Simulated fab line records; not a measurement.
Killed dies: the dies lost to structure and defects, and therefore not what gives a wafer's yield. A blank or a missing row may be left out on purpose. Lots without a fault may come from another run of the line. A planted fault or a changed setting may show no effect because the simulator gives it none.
What tool caused it? + flow n5_finfet + 24 lots, 72 wafers sampled, at 6 steps of a route of 1938

## WHAT THE GAUGES READ, wafer by wafer
N5_BEOL_M13_INSPECT_12: inspects for defects (macro).
| lot  | measured     | on                | raw_defect_count |
|------|--------------|-------------------|------------------|
| L076 | day 11 01:37 | defect_inspect-02 | 2 0 2            |
| L074 | day 11 02:23 | defect_inspect-02 | 2 0 4            |
| L075 | day 11 13:44 | defect_inspect-01 | 1 4 0            |
| L077 | day 11 14:57 | defect_inspect-01 | 2 3 2            |
| L078 | day 11 17:49 | defect_inspect-01 | 0 2 3            |
| L079 | day 12 04:02 | defect_inspect-02 | 2 0 3            |
| L082 | day 12 17:01 | defect_inspect-01 | 7 1 1            |
| L081 | day 12 20:54 | defect_inspect-02 | 5 2 4            |
| L080 | day 13 02:47 | defect_inspect-02 | 3 4 4            |
| L083 | day 13 04:28 | defect_inspect-02 | 2 4 3            |
| L084 | day 13 08:54 | defect_inspect-02 | 5 3 2            |
| L085 | day 13 17:53 | defect_inspect-01 | 2 3 1            |
| L086 | day 14 09:36 | defect_inspect-02 | 3 2 1            |
| L087 | day 14 12:38 | defect_inspect-02 | 1 1 0            |
| L088 | day 14 16:01 | defect_inspect-02 | 1 5 3            |
| L090 | day 14 17:44 | defect_inspect-02 | 1 2 3            |
| L091 | day 15 02:14 | defect_inspect-02 | 2 0 4            |
| L089 | day 15 05:48 | defect_inspect-01 | 4 2 0            |
| L092 | day 15 14:20 | defect_inspect-02 | 4 2 1            |
| L094 | day 15 17:11 | defect_inspect-01 | 1 2 2            |
| L093 | day 15 22:56 | defect_inspect-02 | 5 2 1            |
| L095 | day 16 07:04 | defect_inspect-02 | 0 2 1            |
| L096 | day 16 23:05 | defect_inspect-02 | 6 2 4            |
| L097 | day 17 00:26 | defect_inspect-01 | 1 3 4            |

N5_BEOL_M13_CD_MEAS_28: target cd 209.5 nm.
| lot  | measured     | on        | cd_nm (nm)        |
|------|--------------|-----------|-------------------|
| L076 | day 11 02:31 | cd_sem-03 | 207.8 209.1 208.4 |
| L074 | day 11 03:24 | cd_sem-01 | 210.8 210.7 211.2 |
| L075 | day 11 14:38 | cd_sem-02 | 212.2 211.7 212.5 |
| L077 | day 11 16:33 | cd_sem-03 | 209.7 208.1 208.3 |
| L078 | day 11 19:16 | cd_sem-01 | 209.3 208.6 208.9 |
| L079 | day 12 05:02 | cd_sem-02 | 208.7 209.6 208.4 |
| L082 | day 12 18:55 | cd_sem-01 | 210.0 210.9 210.1 |
| L081 | day 13 01:23 | cd_sem-01 | 208.6 208.0 209.9 |
| L080 | day 13 06:29 | cd_sem-01 | 210.3 210.1 210.8 |
| L083 | day 13 07:12 | cd_sem-02 | 211.2 211.2 211.6 |
| L084 | day 13 09:55 | cd_sem-03 | 208.1 208.0 209.4 |
| L085 | day 13 18:54 | cd_sem-03 | 210.7 210.3 210.0 |
| L086 | day 14 10:29 | cd_sem-01 | 209.6 209.8 209.6 |
| L087 | day 14 13:32 | cd_sem-01 | 207.9 210.1 209.4 |
| L088 | day 14 16:55 | cd_sem-01 | 210.7 210.8 210.4 |
| L090 | day 14 18:46 | cd_sem-01 | 211.7 209.9 208.9 |
| L091 | day 15 03:07 | cd_sem-02 | 211.3 210.1 210.6 |
| L089 | day 15 06:49 | cd_sem-03 | 207.0 207.9 209.2 |
| L092 | day 15 15:21 | cd_sem-01 | 210.0 210.5 209.1 |
| L094 | day 15 18:13 | cd_sem-03 | 209.5 210.3 208.4 |
| L093 | day 15 23:50 | cd_sem-01 | 207.2 206.8 208.2 |
| L095 | day 16 08:05 | cd_sem-01 | 208.4 208.3 209.8 |
| L096 | day 16 23:59 | cd_sem-01 | 207.2 208.9 207.1 |
| L097 | day 17 01:20 | cd_sem-03 | 208.8 207.6 209.1 |

N5_BEOL_M13_OVL_MEAS_29.
| lot  | measured     | on         | M13_OVL (nm) |
|------|--------------|------------|--------------|
| L076 | day 11 02:32 | overlay-02 | 0 2 0        |
| L074 | day 11 03:25 | overlay-01 | 4 -2 2       |
| L075 | day 11 14:40 | overlay-02 | 2 1 12       |
| L077 | day 11 16:35 | overlay-01 | -1 -1 -3     |
| L078 | day 11 19:18 | overlay-02 | 12 10 3      |
| L079 | day 12 05:04 | overlay-02 | 2 -7 -1      |
| L082 | day 12 18:57 | overlay-02 | 3 3 0        |
| L081 | day 13 01:25 | overlay-01 | -1 2 1       |
| L080 | day 13 06:31 | overlay-02 | 4 -2 3       |
| L083 | day 13 07:14 | overlay-01 | 6 6 -6       |
| L084 | day 13 09:57 | overlay-02 | -2 1 -6      |
| L085 | day 13 18:56 | overlay-02 | 7 5 6        |
| L086 | day 14 10:31 | overlay-01 | -4 -5 -2     |
| L087 | day 14 13:34 | overlay-01 | 6 0 -1       |
| L088 | day 14 16:56 | overlay-01 | 0 0 1        |
| L090 | day 14 18:47 | overlay-02 | 3 -8 -3      |
| L091 | day 15 03:09 | overlay-02 | -1 8 6       |
| L089 | day 15 06:51 | overlay-02 | 0 6 6        |
| L092 | day 15 15:23 | overlay-02 | 3 0 -2       |
| L094 | day 15 18:14 | overlay-01 | -5 -10 -11   |
| L093 | day 15 23:52 | overlay-02 | -11 2 0      |
| L095 | day 16 08:07 | overlay-01 | 9 0 12       |
| L096 | day 17 00:00 | overlay-02 | -2 -2 3      |
| L097 | day 17 01:22 | overlay-02 | 3 5 2        |

N5_BEOL_M13_RS_MEAS_54: the measuring method here is four-point-probe.
| lot  | measured     | on            | M13_RS (ohm/sq)      |
|------|--------------|---------------|----------------------|
| L076 | day 11 04:50 | film_metro-01 | 0.0458 0.0453 0.0454 |
| L074 | day 11 06:49 | film_metro-02 | 0.0463 0.0444 0.0438 |
| L075 | day 11 20:40 | film_metro-01 | 0.0446 0.0441 0.0452 |
| L077 | day 11 20:54 | film_metro-02 | 0.0447 0.0453 0.0454 |
| L078 | day 12 00:16 | film_metro-01 | 0.0459 0.0455 0.0445 |
| L079 | day 12 09:54 | film_metro-02 | 0.0443 0.0457 0.0441 |
| L082 | day 13 00:17 | film_metro-01 | 0.0454 0.0441 0.0453 |
| L081 | day 13 05:31 | film_metro-02 | 0.0439 0.0450 0.0447 |
| L080 | day 13 10:28 | film_metro-01 | 0.0458 0.0451 0.0451 |
| L083 | day 13 14:27 | film_metro-02 | 0.0450 0.0446 0.0453 |
| L084 | day 13 17:47 | film_metro-01 | 0.0450 0.0451 0.0450 |
| L085 | day 13 21:46 | film_metro-01 | 0.0459 0.0447 0.0461 |
| L086 | day 14 13:10 | film_metro-01 | 0.0438 0.0446 0.0448 |
| L087 | day 14 16:51 | film_metro-01 | 0.0455 0.0459 0.0445 |
| L088 | day 14 20:09 | film_metro-02 | 0.0438 0.0460 0.0460 |
| L090 | day 15 01:00 | film_metro-01 | 0.0457 0.0439 0.0452 |
| L091 | day 15 06:06 | film_metro-01 | 0.0453 0.0446 0.0454 |
| L089 | day 15 09:53 | film_metro-02 | 0.0453 0.0451 0.0450 |
| L092 | day 15 17:52 | film_metro-02 | 0.0457 0.0451 0.0452 |
| L094 | day 15 21:32 | film_metro-01 | 0.0444 0.0454 0.0452 |
| L093 | day 16 04:05 | film_metro-01 | 0.0461 0.0440 0.0465 |
| L095 | day 16 10:34 | film_metro-01 | 0.0459 0.0450 0.0456 |
| L096 | day 17 04:04 | film_metro-01 | 0.0450 0.0451 0.0441 |
| L097 | day 17 05:14 | film_metro-01 | 0.0457 0.0445 0.0449 |

N5_BEOL_M14_CD_MEAS_17: target cd 250 nm.
| lot  | measured     | on        | cd_nm (nm)        |
|------|--------------|-----------|-------------------|
| L076 | day 11 06:10 | cd_sem-02 | 246.5 244.9 249.5 |
| L074 | day 11 08:05 | cd_sem-02 | 248.2 253.5 248.1 |
| L075 | day 11 21:53 | cd_sem-02 | 251.8 253.3 252.5 |
| L077 | day 11 22:07 | cd_sem-03 | 250.4 254.2 248.8 |
| L078 | day 12 01:37 | cd_sem-02 | 252.5 254.7 251.5 |
| L079 | day 12 10:59 | cd_sem-03 | 251.7 256.3 253.6 |
| L082 | day 13 01:22 | cd_sem-02 | 251.5 248.5 248.7 |
| L081 | day 13 06:36 | cd_sem-01 | 253.5 251.5 251.6 |
| L080 | day 13 11:34 | cd_sem-02 | 250.4 251.1 249.5 |
| L083 | day 13 15:42 | cd_sem-02 | 250.9 251.6 249.3 |
| L084 | day 13 19:12 | cd_sem-01 | 250.3 251.0 251.3 |
| L085 | day 13 22:53 | cd_sem-03 | 249.2 249.4 254.4 |
| L086 | day 14 14:26 | cd_sem-03 | 252.4 251.7 252.9 |
| L087 | day 14 18:08 | cd_sem-01 | 251.9 255.3 251.3 |
| L088 | day 14 21:14 | cd_sem-02 | 252.3 254.9 250.9 |
| L090 | day 15 02:13 | cd_sem-02 | 249.9 248.5 248.6 |
| L091 | day 15 07:19 | cd_sem-03 | 252.7 253.4 252.1 |
| L089 | day 15 10:58 | cd_sem-03 | 248.0 248.5 252.8 |
| L092 | day 15 18:56 | cd_sem-03 | 252.2 252.1 251.6 |
| L094 | day 15 22:44 | cd_sem-03 | 248.1 250.8 246.5 |
| L093 | day 16 05:11 | cd_sem-03 | 251.2 251.9 254.0 |
| L095 | day 16 11:47 | cd_sem-01 | 250.8 248.8 251.8 |
| L096 | day 17 05:11 | cd_sem-02 | 251.8 249.8 251.9 |
| L097 | day 17 08:13 | cd_sem-02 | 249.7 250.0 253.9 |

## TOOL THAT RAN EACH LOT (tool first, then ch and the chambers of the sampled wafers, then the start)
| lot  | N5_BEOL_M14_STRIP_64                          |
|------|-----------------------------------------------|
| L076 | rie_diel-04 ch 1,2,3, day 11 06:10 or earlier |
| L074 | rie_diel-04 ch 0,2,3, day 11 08:05 or earlier |
| L075 | rie_diel-04 ch 1,2,3, day 11 21:53 or earlier |
| L077 | rie_diel-05 ch 0,1,2, day 11 22:07 or earlier |
| L078 | rie_diel-05 ch 0,1, day 12 01:37 or earlier   |
| L079 | rie_diel-04 ch 1,3, day 12 10:59 or earlier   |
| L082 | rie_diel-04 ch 1,2, day 13 01:22 or earlier   |
| L081 | rie_diel-05 ch 1,3, day 13 06:36 or earlier   |
| L080 | rie_diel-02 ch 0,2,3, day 13 11:34 or earlier |
| L083 | rie_diel-05 ch 1,2,3, day 13 15:42 or earlier |
| L084 | rie_diel-05 ch 0,1, day 13 19:12 or earlier   |
| L085 | rie_diel-04 ch 1,2,3, day 13 22:53 or earlier |
| L086 | rie_diel-02 ch 0,1,2, day 14 14:26 or earlier |
| L087 | rie_diel-05 ch 1,3, day 14 18:08 or earlier   |
| L088 | rie_diel-02 ch 0,2,3, day 14 21:14 or earlier |
| L090 | rie_diel-02 ch 1,2, day 15 02:13 or earlier   |
| L091 | rie_diel-04 ch 0,1,3, day 15 07:19 or earlier |
| L089 | rie_diel-05 ch 2,3, day 15 10:58 or earlier   |
| L092 | rie_diel-02 ch 0,2,3, day 15 18:56 or earlier |
| L094 | rie_diel-02 ch 0,1,3, day 15 22:44 or earlier |
| L093 | rie_diel-05 ch 0,1,2, day 16 05:11 or earlier |
| L095 | rie_diel-02 ch 1,2,3, day 16 11:47 or earlier |
| L096 | rie_diel-04 ch 1,2,3, day 17 05:11 or earlier |
| L097 | rie_diel-02 ch 0,1,2, day 17 08:13 or earlier |
- N5_BEOL_M14_STRIP_64: strips in O2.

## AS READ BY THE TOOLS THEMSELVES (means over the sampled wafers that have a number; for cases with no such wafer, the mark the record gives instead)
N5_BEOL_M14_STRIP_64.
| lot  | tool        | drypump_motor_current_A (A) | oes_product_au (a.u.) | rf_vpp_V (V) | showerhead_plenum_p_Torr (Torr) | throttle_valve_pct (%) |
|------|-------------|-----------------------------|-----------------------|--------------|---------------------------------|------------------------|
| L076 | rie_diel-04 | 5.4                         | 0.82                  | 4.0          | 2.15                            | 16.51                  |
| L074 | rie_diel-04 | 5.5                         | 0.78                  | 3.5          | 2.16                            | 16.64                  |
| L075 | rie_diel-04 | 5.3                         | 0.81                  | 3.5          | 2.14                            | 16.52                  |
| L077 | rie_diel-05 | 5.6                         | 0.81                  | 3.8          | 2.14                            | 16.50                  |
| L078 | rie_diel-05 | 5.5                         | 0.89                  | 3.5          | 2.11                            | 16.56                  |
| L079 | rie_diel-04 | 5.3                         | 0.86                  | 3.7          | 2.11                            | 16.32                  |
| L082 | rie_diel-04 | 5.5                         | 0.81                  | 3.6          | 2.09                            | 16.47                  |
| L081 | rie_diel-05 | 5.6                         | 0.75                  | 3.8          | 2.07                            | 16.69                  |
| L080 | rie_diel-02 | 5.8                         | 0.76                  | 3.7          | 2.05                            | 16.66                  |
| L083 | rie_diel-05 | 5.6                         | 0.75                  | 3.6          | 2.09                            | 16.57                  |
| L084 | rie_diel-05 | 5.5                         | 0.86                  | 3.5          | 2.10                            | 16.60                  |
| L085 | rie_diel-04 | 5.4                         | 0.80                  | 3.3          | 2.14                            | 16.55                  |
| L086 | rie_diel-02 | 5.8                         | 0.77                  | 3.1          | 2.07                            | 16.62                  |
| L087 | rie_diel-05 | 5.6                         | 0.94                  | 3.5          | 2.07                            | 16.38                  |
| L088 | rie_diel-02 | 5.8                         | 0.77                  | 3.5          | 2.04                            | 16.68                  |
| L090 | rie_diel-02 | 6.2                         | 0.76                  | 3.7          | 2.03                            | 16.68                  |
| L091 | rie_diel-04 | 5.4                         | 0.78                  | 3.6          | 2.11                            | 16.51                  |
| L089 | rie_diel-05 | 5.8                         | 0.98                  | 3.7          | 2.11                            | 16.05                  |
| L092 | rie_diel-02 | 5.8                         | 0.75                  | 3.4          | 2.04                            | 16.70                  |
| L094 | rie_diel-02 | 5.4                         | 0.80                  | 3.0          | 2.07                            | 16.63                  |
| L093 | rie_diel-05 | 5.6                         | 0.86                  | 4.0          | 2.12                            | 16.42                  |
| L095 | rie_diel-02 | 5.8                         | 0.78                  | 3.7          | 2.04                            | 16.70                  |
| L096 | rie_diel-04 | 5.4                         | 0.76                  | 3.7          | 2.13                            | 16.59                  |
| L097 | rie_diel-02 | 5.8                         | 0.74                  | 3.8          | 2.06                            | 16.65                  |

## THE ANSWER, worked out from the rows above alone
Rule: usual is defined by the lots themselves. Put in order of their means at a reading, lots are off if they are a third of the lots or fewer, leave a main group of 4 or more, and stand apart from it by a gap of 3 or more times the standard deviation of the main group's means; of several such gaps the widest counts. The tables above print the reading to a certain number of digits; a main group whose means all agree to those digits is not used. A lot without any number at a reading at which 4 lots or more have one is off too. Any other lot the step has rows for is counted as sound. First the gauges in route order, then the tools' own readings, where a lot's mean is used as printed above. At the first step where some lot is off, the reading lying furthest off is the one used; lots without a number count as furthest.
No lot is off at any reading shown: from this, nothing can be told.

## WHAT THE SIMULATOR HAD PUT IN
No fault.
